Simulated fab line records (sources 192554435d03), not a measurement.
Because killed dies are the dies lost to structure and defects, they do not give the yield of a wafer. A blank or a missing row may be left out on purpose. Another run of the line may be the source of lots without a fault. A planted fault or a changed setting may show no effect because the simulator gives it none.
Which tool is to blame? ; flow n5 finfet ; 15 lots, 40 wafers sampled, at 4 steps of a route of 1938

== WHAT EACH GAUGE READ, for each wafer ==
The record holds no reading of a measuring or inspecting step that can be judged against a usual standard deviation.

== EACH LOT AND THE TOOL THAT RAN IT (in order: tool; ch and the chambers of the sampled wafers; start) ==
lot;N5_BEOL_M12_DEP_53;N5_BEOL_M13_ETCH_59;N5_BEOL_M13_DEVELOP_27;N5_BEOL_M13_ETCH_68
L598;pecvd-02 ch 0,2, day 10 22:36;rie diel-03 ch 2,3, day 10 23:26;litho track-02 ch 0, day 11 00:08;rie diel-06 ch 0,2,3, day 11 00:31
L602;pecvd-02 ch 0,1, day 12 05:59;rie diel-05 ch 1,2,3, day 12 06:50;litho track-04 ch 0, day 12 07:41;rie diel-06 ch 0,1,2, day 12 08:04
L604;pecvd-01 ch 1,2, day 12 23:53;rie diel-05 ch 0,2, day 13 01:32;litho track-05 ch 0, day 13 02:15;rie diel-05 ch 2,3, day 13 02:38
L606;pecvd-02 ch 0,1,2, day 13 04:42;rie diel-05 ch 0,2,3, day 13 05:52;litho track-02 ch 0, day 13 06:35;rie diel-05 ch 0,3, day 13 06:58
L605;pecvd-02 ch 0,1, day 13 06:12;rie diel-06 ch 0,3, day 13 06:54;litho track-02 ch 0, day 13 07:44;rie diel-05 ch 0,3, day 13 08:07
L609;pecvd-02 ch 0,2, day 14 08:26;rie diel-06 ch 1,2, day 14 09:15;litho track-02 ch 0, day 14 09:58;rie diel-05 ch 1,3, day 14 10:20
L611;pecvd-03 ch 0,1, day 14 15:50;rie diel-03 ch 2,3, day 14 16:41;litho track-04 ch 0, day 14 17:24;rie diel-03 ch 0,2, day 14 18:17
L610;pecvd-01 ch 0,1, day 14 18:31;rie diel-05 ch 0,1,3, day 14 19:23;litho track-04, day 14 20:14;rie diel-03 ch 1,2, day 14 20:45
L612;pecvd-02 ch 1,2, day 15 06:58;rie diel-05 ch 0,1, day 15 07:47;litho track-02, day 15 08:30;rie diel-03 ch 0,1,3, day 15 08:53
L613;pecvd-03 ch 0,1,2, day 15 13:07;rie diel-03 ch 1,2,3, day 15 13:57;litho track-02, day 15 14:40;rie diel-06 ch 0,2,3, day 15 15:08
L617;pecvd-03 ch 0,1, day 15 23:20;rie diel-03 ch 0,1,2, day 16 00:02;litho track-02 ch 0, day 16 00:45;rie diel-06 ch 1,2,3, day 16 01:08
L618;pecvd-02 ch 0,1, day 15 23:42;rie diel-03 ch 1,2, day 16 00:23;litho track-05 ch 0, day 16 01:06;rie diel-06 ch 2,3, day 16 01:47
L616;pecvd-01 ch 0,1,2, day 16 05:51;rie diel-03 ch 0,3, day 16 14:30;litho track-02 ch 0, day 16 15:22;rie diel-03 ch 0,2, day 16 16:13
L619;pecvd-01 ch 0,2, day 17 03:25;rie diel-06 ch 0,3, day 17 04:15;litho track-02 ch 0, day 17 05:05;rie diel-05 ch 2,3, day 17 05:28
L620;pecvd-03 ch 1,2, day 17 13:54;rie diel-03 ch 1,2, day 17 15:08;litho track-02 ch 0, day 17 15:58;rie diel-06 ch 0,1,2, day 17 16:21
- N5_BEOL_M12_DEP_53: deposits SiCN from 3MS/NH3, target thk 30 nm, time 10.5 s.
- N5_BEOL_M13_ETCH_59: etches BARC in N2/H2, target depth 89 nm, overetch 26.7 nm, time 67.9 s.
- N5_BEOL_M13_DEVELOP_27: develop time 45 s.
- N5_BEOL_M13_ETCH_68: etches SOC in N2/H2, time 355 s.

== WHAT THE TOOLS THEMSELVES READ (means of the sampled wafers that have a number; where no wafer has one, the mark that the record gives instead) ==
N5_BEOL_M12_DEP_53. Usual: showerhead plenum p Torr 4.169 Torr, standard deviation 0.018; throttle valve pct 17.8 %, standard deviation 0.65.
lot;tool;showerhead plenum p Torr (Torr);throttle valve pct (%);flag
L598;pecvd-02;4.146;18.2;
L602;pecvd-02;4.153;18.5;
L604;pecvd-01;4.163;17.7;
L606;pecvd-02;4.145;18.5;
L605;pecvd-02;4.159;18.6;
L609;pecvd-02;4.144;18.1;
L611;pecvd-03;4.184;17.5;
L610;pecvd-01;4.170;17.6;
L612;pecvd-02;4.153;18.4;
L613;pecvd-03;4.184;17.3;
L617;pecvd-03;4.193;17.7;
L618;pecvd-02;4.153;18.5;
L616;pecvd-01;4.175;17.6;
L619;pecvd-01;4.165;17.6;
L620;pecvd-03;4.184;16.9;

N5_BEOL_M13_ETCH_59. Usual: chamber pressure mTorr 29.997 mTorr, standard deviation 0.029; drypump motor current A 5.8 A, standard deviation 0.48; oes product au 0.66 a.u., standard deviation 0.087; rf vpp V 524.5 V, standard deviation 2.2; showerhead plenum p Torr 2.57 Torr, standard deviation 0.081; throttle valve pct 17.97 %, standard deviation 0.26.
lot;tool;chamber pressure mTorr (mTorr);drypump motor current A (A);oes product au (a.u.);rf vpp V (V);showerhead plenum p Torr (Torr);throttle valve pct (%);flag
L598;rie diel-03;30.025;5.7;0.63;524.5;2.59;18.35;
L602;rie diel-05;29.979;5.8;0.59;523.9;2.60;18.15;
L604;rie diel-05;29.989;5.8;0.62;526.5;2.62;17.82;
L606;rie diel-05;29.987;5.9;0.69;524.2;2.59;17.79;
L605;rie diel-06;30.003;5.5;0.59;523.8;2.50;17.88;
L609;rie diel-06;30.017;6.2;0.60;523.0;2.52;17.89;
L611;rie diel-03;29.970;5.8;0.76;525.4;2.61;18.24;
L610;rie diel-05;29.991;5.5;0.66;525.3;2.59;17.90;
L612;rie diel-05;30.018;5.2;0.60;526.7;2.63;17.88;
L613;rie diel-03;30.023;6.0;0.74;524.9;2.60;18.13;
L617;rie diel-03;30.011;6.0;0.66;525.7;2.60;18.12;
L618;rie diel-03;29.998;6.1;0.71;524.5;2.58;18.07;
L616;rie diel-03;30.002;5.9;0.65;526.1;2.62;18.21;
L619;rie diel-06;29.983;5.4;0.80;528.2;2.65;17.41;
L620;rie diel-03;29.969;6.2;0.71;524.6;2.60;18.04;

N5_BEOL_M13_DEVELOP_27. Usual: chill plate temp C at 22.97 C, with a standard deviation of 0.11.
lot;tool;chill plate temp C (C);flag
L598;litho track-02;23.05;
L602;litho track-04;22.94;
L604;litho track-05;23.07;
L606;litho track-02;23.12;
L605;litho track-02;22.88;
L609;litho track-02;22.78;
L611;litho track-04;23.04;
L610;litho track-04;-;OFF
L612;litho track-02;-;OFF
L613;litho track-02;-;OFF
L617;litho track-02;22.95;
L618;litho track-05;23.05;
L616;litho track-02;22.90;
L619;litho track-02;23.02;
L620;litho track-02;23.02;

N5_BEOL_M13_ETCH_68. Usual: chamber pressure mTorr 29.999 mTorr, standard deviation 0.028; drypump motor current A 5.8 A, standard deviation 0.53; oes product au 0.77 a.u., standard deviation 0.11; rf vpp V 524.5 V, standard deviation 2.5; showerhead plenum p Torr 2.57 Torr, standard deviation 0.089; throttle valve pct 17.77 %, standard deviation 0.29.
lot;tool;chamber pressure mTorr (mTorr);drypump motor current A (A);oes product au (a.u.);rf vpp V (V);showerhead plenum p Torr (Torr);throttle valve pct (%);flag
L598;rie diel-06;29.991;5.9;0.72;522.0;2.49;17.78;
L602;rie diel-06;30.004;6.0;0.70;524.9;2.55;17.75;
L604;rie diel-05;30.006;6.2;0.83;524.3;2.57;17.75;
L606;rie diel-05;30.020;5.8;0.87;523.9;2.54;17.59;
L605;rie diel-05;29.989;5.7;0.83;524.5;2.56;17.55;
L609;rie diel-05;30.011;5.6;0.79;523.4;2.57;17.91;
L611;rie diel-03;30.012;5.8;0.70;525.4;2.61;18.08;
L610;rie diel-03;29.986;5.9;0.81;524.4;2.58;18.01;
L612;rie diel-03;30.003;6.1;0.84;524.7;2.63;17.98;
L613;rie diel-06;29.989;5.9;0.79;524.7;2.58;17.64;
L617;rie diel-06;30.004;5.9;0.89;524.8;2.57;17.44;
L618;rie diel-06;29.975;6.0;0.84;525.1;2.57;17.57;
L616;rie diel-03;29.996;5.8;0.71;525.1;2.57;18.14;
L619;rie diel-05;30.023;6.2;0.91;524.3;2.56;17.54;
L620;rie diel-06;29.975;6.0;0.86;524.4;2.54;17.52;

== THE ANSWER, worked out from the rows above alone ==
Rule: a lot is off if the mean of its wafers that have a number lies more than 3 standard deviations from the usual mean. Also off: a lot with no number at a reading for which 4 or more lots have one. Any other lot the step has rows for is counted as sound. Order of review: gauges by route order, followed by the tools' own readings, for which a lot's mean as printed above is used. At the first step where some lot is off, the reading lying furthest off is the one used; lots without a number count as furthest.
Off, at N5_BEOL_M13_DEVELOP_27 on chill plate temp C: L610, L612, L613. Without a number there: L610, L612, L613.
A tool fits if, at that step or a process step before it, it ran every lot that is off, and no sound lot after the first of them. Of those tried, none fits.

== WHAT THE SIMULATOR HAD PUT IN ==
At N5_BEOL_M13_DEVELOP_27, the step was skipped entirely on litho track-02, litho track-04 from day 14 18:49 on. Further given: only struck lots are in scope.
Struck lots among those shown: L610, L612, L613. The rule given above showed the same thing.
